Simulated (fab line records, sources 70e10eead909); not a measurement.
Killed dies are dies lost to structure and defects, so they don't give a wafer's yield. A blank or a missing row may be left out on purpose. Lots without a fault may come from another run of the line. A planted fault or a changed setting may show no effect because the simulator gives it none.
A struck lot beside a sound one | flow nand_harc | 15 steps out of a route of 1302
Sound: wafers L453.1, L453.5, L453.6. Struck: wafer L466.1. (L466.4, L466.6 of the same lot were not struck and are left out.) The cause comes at the end.
At each step with rows: each side's tool, then ch and its chambers, then its first start. Under that, the readings that differ: sound wafers | struck wafers | difference of the means | sigmas: that difference in standard deviations of wafers without a fault.
alike: readings whose means differ by less than 2 such deviations, and words and numbers that are the same on both sides. not compared: withheld readings, readings that some wafer has no value for, bounds like >300 that may hide the same value, and numbers for which the record gives no deviation and whose values overlap.
The two part at a step that has a row with sigmas, a row that says differs or no value, or rows on one side only. Numbers that don't overlap but have no deviation are shown without sigmas and don't part them. A reading that every wafer of one side lacks parts them only if that side has two wafers or more.

first, 5 steps without rows for these wafers: NHARC_A_CHANNEL_HOLE_D1_SOFTBAKE_05 (time 55 s); NHARC_A_CHANNEL_HOLE_D1_EBR_06; NHARC_A_CHANNEL_HOLE_D1_EXPOSE_07 (exposes mask HOLE D1, target cd 100 nm); NHARC_A_CHANNEL_HOLE_D1_PEB_08 (peb time 65 s); NHARC_A_CHANNEL_HOLE_D1_DEVELOP_09 (develop time 35 s).
NHARC_A_CHANNEL_HOLE_D1_CD_MEAS_10: target cd 100 nm.
  sound on cd_sem-01 ch 0, day 10 03:37; struck on cd_sem-01 ch 0, day 15 22:58
  alike: cd_nm
NHARC_A_CHANNEL_HOLE_D1_OVL_MEAS_11:
  sound on overlay-02, day 10 03:42; struck on overlay-01, day 15 23:04
  reading           | sound          | struck | difference | sigmas
  overlay_x_nm (nm) | -0.8 -0.6 -0.8 | 0.8    | +1.5       | +2
  alike: overlay_y_nm
NHARC_A_CHANNEL_HOLE_D1_INSPECT_12:
  sound on defect_inspect-01, day 10 03:44; struck on defect_inspect-02, day 15 23:05
  alike: raw_defect_count
NHARC_A_CHANNEL_HOLE_D1_DESCUM_15: chemistry O2, time 3 s.
  sound on rie_diel-01 ch 1,2, day 10 03:49; struck on rie_diel-01 ch 1, day 15 23:09
  alike: drypump_motor_current_A, oes_product_au, rf_vpp_V, showerhead_plenum_p_Torr, throttle_valve_pct
  not compared: rf_hours_counter_h
NHARC_A_CHANNEL_HOLE_D1_ETCH_38: etches the open film in CF4, target depth 39 nm, time 65 s.
  sound on rie_diel-01 ch 0,1,3, day 10 03:55; struck on rie_diel-01 ch 3, day 15 23:15
  alike: drypump_motor_current_A, oes_product_au, rf_vpp_V, showerhead_plenum_p_Torr, throttle_valve_pct
  not compared: rf_hours_counter_h
NHARC_A_CHANNEL_HOLE_D1_ETCH_39: etches the open film in N2/H2, target depth 260 nm, time 325 s.
  sound on rie_diel-01 ch 0,1,3; struck on rie_diel-01 ch 0
  alike: drypump_motor_current_A, oes_product_au, rf_vpp_V, showerhead_plenum_p_Torr, throttle_valve_pct
  not compared: rf_hours_counter_h
NHARC_A_CHANNEL_HOLE_D1_ETCH_34: etches the open film in CF4/CHF3, target depth 154 nm, time 77 s.
  sound on rie_diel-01 ch 1,2,3; struck on rie_diel-01 ch 0
  reading                     | sound       | struck | difference | sigmas
  drypump_motor_current_A (A) | 5.5 5.4 5.3 | 6.3    | +0.9       | +2
  alike: oes_product_au, rf_vpp_V, showerhead_plenum_p_Torr, throttle_valve_pct
  not compared: rf_hours_counter_h
NHARC_A_CHANNEL_HOLE_D1_ETCH_16: etches the open film in O2/COS, target depth 3100 nm, time 806 s.
  sound on rie_diel-01 ch 0,2,3, day 10 04:27; struck on rie_diel-01 ch 0, day 16 00:13
  reading               | sound             | struck | difference | sigmas
  oes_product_au (a.u.) | 1.019 0.992 1.017 | 0.818  | -0.191     | -13
  alike: drypump_motor_current_A, rf_vpp_V, showerhead_plenum_p_Torr, throttle_valve_pct
  not compared: rf_hours_counter_h
NHARC_A_CHANNEL_HOLE_D1_CD_MEAS_18:
  sound on cd_sem-02, day 10 04:55; struck on cd_sem-02, day 16 00:44
  alike: cd_nm
-- the record jumps here: 16 days lie between the struck wafers' starts before and after (it left off in module A_CHANNEL_HOLE_D1 and takes up again in module END, whose first step shown is number 1302 of the route) --
NHARC_END_SORT_01:
  the record has rows for the struck wafers here (prober-02 ch 0, day 31 17:10) and none for the sound ones

WHERE THEY PART
First at NHARC_A_CHANNEL_HOLE_D1_OVL_MEAS_11; last, within this record, at NHARC_END_SORT_01.

WHY: what the simulator had put in
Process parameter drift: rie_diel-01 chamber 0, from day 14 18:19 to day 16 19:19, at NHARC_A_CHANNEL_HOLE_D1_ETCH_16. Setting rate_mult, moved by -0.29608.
